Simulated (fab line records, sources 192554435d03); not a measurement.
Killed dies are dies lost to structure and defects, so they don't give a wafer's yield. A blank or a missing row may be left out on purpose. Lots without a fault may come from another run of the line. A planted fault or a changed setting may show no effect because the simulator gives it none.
Split-lot experiment | flow n5_finfet | 7 lots, 21 wafers read, on a route of 1938 steps

THE SPLIT
At N5_MOL_CONTACT_COAG_ALD_131 (deposits SiO2, target thk 5 nm, pulse time 1 s, co reactant pulse time 1 s), the setting ald_cycles was moved away from the recipe's 35 on 4 of the 21 wafers read, by -14.3% to +11.4%. The other wafers ran this setting at the recipe's value.

The reading is taken at the split's own step.

THE READING
SiO2_of_MOL_CONTACT_COAG_ALD_131.thk_nm (the simulator's own value, which no gauge read), in nm, at N5_MOL_CONTACT_COAG_ALD_131 (deposits SiO2, target thk 5 nm, pulse time 1 s, co reactant pulse time 1 s). The file gives no usual value for it.

wafer  | tool, chamber at the split | ald_cycles as run | against the recipe | SiO2_of_MOL_CONTACT_COAG_ALD_131.thk_nm, nm | against lot-mates on the recipe
L074.4 | ald_sin-02, 2              | 35                | recipe             | 5                                           | -
L074.5 | ald_sin-02, 1,2            | 39                | +11.4%             | 5.6                                         | +0.6
L074.6 | ald_sin-02, 1,2            | 39                | +11.4%             | 5.6                                         | +0.6
L075.2 | ald_sin-04, 0,1,1          | 35                | recipe             | 5                                           | -
L075.4 | ald_sin-04, 0,1,1          | 35                | recipe             | 5                                           | -
L075.6 | ald_sin-04, 0,1,1          | 35                | recipe             | 5                                           | -
L078.2 | ald_sin-04, 3,2,1          | 35                | recipe             | 5                                           | -
L078.3 | ald_sin-04, 3,2,1          | 35                | recipe             | 5                                           | -
L078.5 | ald_sin-04, 3,2,1          | 35                | recipe             | 5                                           | -
L080.4 | ald_sin-02, 3,1            | 35                | recipe             | 5                                           | -
L080.6 | ald_sin-02, 3,1            | 35                | recipe             | 5                                           | -
L080.5 | ald_sin-02, 0              | 38                | +8.6%              | 5.4                                         | +0.4
L083.2 | ald_sin-03, 3,0,1          | 35                | recipe             | 5                                           | -
L083.3 | ald_sin-03, 3,0,1          | 35                | recipe             | 5                                           | -
L083.4 | ald_sin-03, 3,0,1          | 35                | recipe             | 5                                           | -
L085.2 | ald_sin-03, 1,0,2          | 35                | recipe             | 5                                           | -
L085.3 | ald_sin-03, 1,0,2          | 35                | recipe             | 5                                           | -
L085.4 | ald_sin-03, 1,0,2          | 35                | recipe             | 5                                           | -
L086.3 | ald_sin-02, 3              | 30                | -14.3%             | 4.4                                         | -0.6
L086.5 | ald_sin-02, 1,2            | 35                | recipe             | 5                                           | -
L086.6 | ald_sin-02, 1,2            | 35                | recipe             | 5                                           | -
Where a row lists several chambers, the file gives one row for several wafers and doesn't say which wafer went through which chamber.

THE FIT
A straight line over all 21 wafers: SiO2_of_MOL_CONTACT_COAG_ALD_131.thk_nm changes by +0.0474 nm for each +1% of ald_cycles; r = +1.00; the points scatter about the line by 0.024 nm.
The same after taking each lot's own level away (the mean of its wafers on the recipe; 21 wafers): +0.0474 nm for each +1%; r = +1.00; scatter 0.024 nm.
On that fit, the largest move of ald_cycles shifts the reading by 0.68 nm.
The lots' own levels span 5.00 to 5.00 nm.
So the lot-to-lot level changes the slope little: the two slopes agree.
Check: with one of the wafers moved furthest among these (-14.3%) left out of the fit, the line predicts -0.733 nm for it against its lot-mates. It came out at -0.6 nm against them.

OTHER SPLITS ON THESE WAFERS
These wafers also went through other splits before the reading. Each is held against what the fit with the lots' levels taken away leaves over:
other split on the same wafers        | wafers away from the commonest value | r with SiO2_of_MOL_CONTACT_COAG_ALD_131.thk_nm (lot level and that fit taken away)
N5_MOL_CONTACT_COAG_EXPOSE_05 dose_mj | 5                                    | -0.19

THE FILE'S OWN FIT
SiO2_of_MOL_CONTACT_COAG_ALD_131.thk_nm changes by +0.0462 nm for each +1% of ald_cycles, r = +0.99.
